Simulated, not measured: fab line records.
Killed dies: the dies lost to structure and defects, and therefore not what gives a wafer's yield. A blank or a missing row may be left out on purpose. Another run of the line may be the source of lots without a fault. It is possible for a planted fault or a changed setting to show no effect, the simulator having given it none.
fab line records	flow n5-finfet
[record] lots = 7	wafers = 39
route steps=1938 shown DUMMY_GATE@243 MOL_CONTACT_COAG@588
start-h: start of the lot's first displayed wafer, in hours after the record's first day	wait-h: how many hours have passed since the lot's step before this one	" same as the row above	L1.1+2: several wafers, shown together as one row	- value missing, or start not given	* or withheld: withheld	< > ~ a bound
route shown NAME@n: names a module that has steps shown in the file, with the first one's number in the route	usual: mean/standard deviation taken from wafers without a fault	same: alike in all rows	chamber/n: place in a boat	sites: readings site by site	_std_site: the values' standard deviation	_edge_site: mean of outer sites minus mean of inner sites	radius-mm: how far each site lies from the wafer's centre	mask NAME#n: copy n	behind: the tool/chamber that last shaped the wafer	hold: reason for holding the lot/hours on hold/outcome of the hold	device: the n, p or np transistor that did not switch	end of line: at the end of the route, the tests of the same wafers	a step with no rows: only its recipe	killed: dies that structure and defects cost at the first sort, which is not the same as the wafer's yield	map: the dies of a wafer, with x for killed, . for not killed, _ for no die there
set.NAME: the setting that was run; set.NAME@STEP: the one run at that earlier step	model.NAME: the simulator's own value behind a step, which no gauge read
lots run with intentionally changed settings; tables by step, rows by wafer
[[steps]]
[step N5_DUMMY_GATE_ETCH_31]
[recipe] chemistry = C4F6/O2	target = SiO2	mask-material = SOC	target-depth-a = 825	time-s = 27.5	ion-energy-ev = 250	pressure-mtorr = 30	source-w = 345	bias-w = 185	Ar_flow_sccm = 300	C4F6_flow_sccm = 10	O2_flow_sccm = 10
lot.wafer	tool	chamber	start-h	wait-h	set.target-depth-a	model.etch.depth-nm	model.SOC_of_DUMMY_GATE_COAT_34.thk-nm
L074.1	rie-diel-02	0	49.15	0.0	825	81.09	52
L074.2	"	1	"	"	898.3	89.99	51
L074.3	"	2	"	"	898.3	90.47	51
L074.4	"	3	"	"	898.3	90.13	51.2
L074.5	"	3	"	"	825	82.28	52
L074.6	"	0	"	"	825	81.31	52
L075.1	rie-diel-01	3	56.38	0.0	825	81.28	52.2
L075.2	"	1	"	"	727.9	70.91	53.2
L075.3	"	0	"	"	727.9	72.86	53
L075.4	"	2	"	"	825	83.12	51.6
L075.5	"	3	"	"	727.9	72.49	53
L075.6	"	0	"	"	825	81.71	52
L085.1	rie-diel-04	0	112.23	0.0	825	80.54	52
L085.2	"	3	"	"	825	82.66	51.8
L085.3	"	2	"	"	825	81.18	52.2
L085.4	"	1	"	"	825	81.49	51.8
L085.5	"	2	"	"	825	80.42	52.2
L085.6	"	1	"	"	825	81.01	52.2
L088.1	rie-diel-02	2	129.77	0.0	825	84.19	51.8
L088.2	"	1	"	"	931.9	93.59	51
L088.3	"	3	"	"	931.9	93.55	50.8
L088.4	"	0	"	"	931.9	92.35	51.2
L088.5	"	1	"	"	825	82.82	52
L088.6	"	0	"	"	825	82.33	52
L090.1	rie-diel-02	3	147.28	0.0	825	82.11	52
L090.2	"	0	"	"	825	81.15	52
L090.6	"	0	"	"	825	81.52	52
L093.1	rie-diel-02	1	163.25	0.0	825	82.44	51.8
L093.2	"	3	"	"	825	82.45	51.8
L093.3	"	0	"	"	825	81.17	52
L093.4	"	2	"	"	882.9	89.25	51
L093.5	"	3	"	"	882.9	88.1	51.4
L093.6	"	2	"	"	882.9	89.42	51.2
L097.1	rie-diel-02	1	184.47	0.2	825	81.63	52
L097.2	"	0	"	"	919.6	90.01	51
L097.3	"	2	"	"	919.6	91.86	51.2
L097.4	"	3	"	"	825	81.28	52.2
L097.5	"	0	"	"	919.6	89.59	51.2
L097.6	"	3	"	"	825	81.06	52.2
[step N5_DUMMY_GATE_ETCH_44]
[recipe] chemistry = HBr/O2	over-etch-frac = 0.7	target-depth-a = 1275	stop-on = SiO2	ion-energy-ev = 60	bias-w = 20	target = poly-Si	mask-material = SiO2	pressure-mtorr = 20	icp-w = 400	HBr_flow_sccm = 120	O2_flow_sccm = 10
[usual] oes-product-au = 0.726/0.0091
lot.wafer	tool	chamber	start-h	wait-h	set.target-depth-a	oes-product-au
L074.1	rie-si-04	0	49.48	0.0	1275	0.710
L074.2	"	3	"	"	1275	0.721
L074.3	"	1	"	"	1275	0.726
L074.4	"	2	"	"	1275	0.724
L074.5	"	0	"	"	1275	0.716
L074.6	"	1	"	"	1275	0.726
L075.1	rie-si-02	2	56.72	0.0	1275	0.744
L075.2	"	1	"	"	1275	0.718
L075.3	"	3	"	"	1275	0.718
L075.4	"	0	"	"	1275	0.719
L075.5	"	3	"	"	1275	0.727
L075.6	"	2	"	"	1275	0.736
L085.1	rie-si-02	2	112.56	0.0	1122	0.790
L085.2	"	0	"	"	1122	0.779
L085.3	"	1	"	"	1275	0.709
L085.4	"	3	"	"	1275	0.718
L085.5	"	2	"	"	1275	0.734
L085.6	"	1	"	"	1122	0.777
L088.1	rie-si-04	0	130.11	0.0	1342	0.705
L088.2	"	3	"	"	1342	0.711
L088.3	"	1	"	"	1342	0.717
L088.4	"	2	"	"	1275	0.725
L088.5	"	0	"	"	1275	0.719
L088.6	"	3	"	"	1275	0.728
L090.1	rie-si-02	2	147.62	0.0	1275	0.733
L090.2	"	1	"	"	1275	0.717
L090.6	"	0	"	"	1275	0.717
L093.1	rie-si-02	1	163.59	0.0	1275	0.723
L093.2	"	2	"	"	1275	0.725
L093.3	"	3	"	"	1275	0.713
L093.4	"	0	"	"	1275	0.718
L093.5	"	0	"	"	1275	0.714
L093.6	"	3	"	"	1275	0.711
L097.1	rie-si-02	3	184.80	0.0	1223	0.742
L097.2	"	2	"	"	1275	0.734
L097.3	"	0	"	"	1275	0.714
L097.4	"	1	"	"	1223	0.741
L097.5	"	2	"	"	1223	0.739
L097.6	"	3	"	"	1275	0.729
[step N5_MOL_CONTACT_COAG_ETCH_47]
[recipe] chemistry = CH3F/O2	target = SiNx	target-depth-a = 270	mask-material = SiO2	stop-on = W	over-etch-frac = 0.2	ion-energy-ev = 120	endpoint = OES-CN	pressure-mtorr = 30	source-w = 395	bias-w = 73	Ar_flow_sccm = 150	CH3F_flow_sccm = 30	O2_flow_sccm = 20	ends = end-point
[usual] etch-rf-on-time-s = 31.2/0.42	rf-vpp-V = 298.7/2.4
lot.wafer	tool	chamber	start-h	wait-h	set.source-w	etch-rf-on-time-s	rf-vpp-V	model.etch.t-clear-s	model.etch.over-etch-s
L074.1	rie-diel-05	1	101.04	0.0	395	32.0	299.7	26.64	5.328
L074.2	"	0	"	"	395	31.8	295.4	26.5	5.3
L074.3	"	2	"	"	465.6	30.1	279.0	25.08	5.016
L074.4	"	3	"	"	465.6	28.9	277.8	24.13	4.826
L074.5	"	0	"	"	465.6	29.8	273.9	24.86	4.973
L074.6	"	1	"	"	395	32.2	299.6	26.8	5.36
L075.1	rie-diel-03	0	107.84	0.0	395	31.3	298.9	26.13	5.227
L075.2	"	2	"	"	464.5	28.8	274.0	24	4.8
L075.3	"	1	"	"	464.5	29.1	281.2	24.23	4.845
L075.4	"	3	"	"	395	31.0	298.6	25.82	5.165
L075.5	"	2	"	"	395	31.1	292.8	25.91	5.182
L075.6	"	3	"	"	464.5	29.0	274.8	24.21	4.842
L085.1	rie-diel-05	0	166.36	0.0	395	31.7	294.9	26.43	5.286
L085.2	"	1	"	"	395	31.9	300.8	26.58	5.316
L085.3	"	2	"	"	363.9	33.0	313.0	27.54	5.509
L085.4	"	3	"	"	363.9	31.6	310.1	26.36	5.271
L085.5	"	0	"	"	363.9	32.8	306.3	27.36	5.473
L085.6	"	3	"	"	395	31.0	299.0	25.83	5.166
L088.1	rie-diel-05	3	181.63	0.0	426.5	30.4	287.4	25.31	5.063
L088.2	"	2	"	"	395	31.9	300.6	26.57	5.313
L088.3	"	0	"	"	395	31.7	295.0	26.43	5.285
L088.4	"	1	"	"	395	30.9	300.3	25.72	5.144
L088.5	"	1	"	"	426.5	30.2	290.3	25.14	5.029
L088.6	"	0	"	"	426.5	30.4	286.0	25.35	5.07
L090.1	rie-diel-06	1	202.65	0.0	395	30.7	298.3	25.57	5.115
L090.2	"	3	"	"	395	31.3	300.0	26.07	5.214
L090.6	"	0	"	"	395	31.8	298.2	26.49	5.299
L093.1	rie-diel-06	0	216.94	0.0	395	31.5	296.3	26.27	5.254
L093.2	"	1	"	"	395	31.3	297.4	26.12	5.224
L093.3	"	3	"	"	456.2	29.7	279.9	24.76	4.952
L093.4	"	2	"	"	456.2	29.7	281.8	24.79	4.957
L093.5	"	2	"	"	395	31.4	301.1	26.15	5.23
L093.6	"	3	"	"	456.2	29.6	281.3	24.69	4.939
L097.1	rie-diel-03	0	244.65	0.0	395	31.8	298.5	26.49	5.299
L097.2	"	1	"	"	395	31.0	300.3	25.84	5.167
L097.3	"	3	"	"	340.8	32.8	318.8	27.37	5.474
L097.4	"	2	"	"	340.8	32.9	317.3	27.45	5.489
L097.5	"	2	"	"	395	31.2	293.1	25.97	5.194
L097.6	"	3	"	"	340.8	32.8	317.8	27.3	5.46
[[key]]
[split] step = N5_DUMMY_GATE_ETCH_31	setting = target-depth-a	stated = 825	by = wafer
[response] step = N5_DUMMY_GATE_ETCH_31	reading = model.etch.depth-nm	change = +0.844	per = 1%	r = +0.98
[response] step = N5_DUMMY_GATE_ETCH_31	reading = model.SOC_of_DUMMY_GATE_COAT_34.thk-nm	change = -0.0881	per = 1%	r = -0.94
[split] step = N5_DUMMY_GATE_ETCH_44	setting = target-depth-a	stated = 1275	by = wafer
[response] step = N5_DUMMY_GATE_ETCH_44	reading = oes-product-au	change = -0.00463	per = 1%	r = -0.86
[split] step = N5_MOL_CONTACT_COAG_ETCH_47	setting = source-w	stated = 395	by = wafer
[response] step = N5_MOL_CONTACT_COAG_ETCH_47	reading = etch-rf-on-time-s	change = *	per = 1%	r = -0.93
[response] step = N5_MOL_CONTACT_COAG_ETCH_47	reading = rf-vpp-V	change = -1.24	per = 1%	r = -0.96
[response] step = N5_MOL_CONTACT_COAG_ETCH_47	reading = model.etch.t-clear-s	change = -0.102	per = 1%	r = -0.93
[response] step = N5_MOL_CONTACT_COAG_ETCH_47	reading = model.etch.over-etch-s	change = -0.0204	per = 1%	r = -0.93
